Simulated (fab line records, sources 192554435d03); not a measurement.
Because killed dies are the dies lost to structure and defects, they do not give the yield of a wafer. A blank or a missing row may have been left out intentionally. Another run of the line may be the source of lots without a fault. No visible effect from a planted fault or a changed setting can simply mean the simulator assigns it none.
Chamber matching | flow n5-finfet | N5_MOL_CONTACT_COAG_ETCHBACK_132 on rie-diel-01: 4 sister chambers
The step etches SiO2 in CHF3, target depth 10 nm, time 6.7 s. 7 wafers are shown with their chamber, then 8 later ones without.

EACH WAFER AND ITS CHAMBER
wafer  | chamber | throttle-valve-pct (%) | showerhead-plenum-p-Torr (Torr)
L076.4 | 2       | 19.01                  | 2.28
L089.3 | 3       | 18.30                  | 2.33
L089.6 | 1       | 18.68                  | 2.32
L091.1 | 1       | 18.69                  | 2.31
L091.2 | 3       | 18.29                  | 2.33
L091.6 | 0       | 19.10                  | 2.47
L093.1 | 0       | 19.10                  | 2.47

WAFERS WHOSE CHAMBER IS MISSING
wafer  | throttle-valve-pct (%) | showerhead-plenum-p-Torr (Torr)
L093.4 | 18.71                  | 2.31
L093.6 | 18.72                  | 2.31
L094.1 | 18.70                  | 2.31
L094.2 | 18.32                  | 2.33
L094.5 | 19.09                  | 2.47
L096.2 | 19.09                  | 2.46
L096.4 | 18.71                  | 2.31
L096.5 | 19.10                  | 2.47

WHICH CHAMBER EACH WENT THROUGH
wafer  | from the rows above | in truth
L093.4 | 1                   | 1
L093.6 | 1                   | 1
L094.1 | 1                   | 1
L094.2 | 3                   | 3
L094.5 | 0                   | 0
L096.2 | 0                   | 0
L096.4 | 1                   | 1
L096.5 | 0                   | 0
Correctly placed: 8 of 8. From these rows, 0 cannot be placed. 0 placed wrongly.
How it was worked out, from the rows above alone: a wafer's distance from a chamber is the root of the sum, over the readings, of the square of ((its reading less the chamber's mean) divided by the reading's scatter). If the next closest chamber is less than 2 further off than the closest, the wafer can't be placed; otherwise it belongs to the closest. A chamber's mean is the mean of its shown wafers. The scatter: the root of (the sum of the squares of (reading less its chamber's mean) over the shown wafers, divided by (wafers less chambers)).
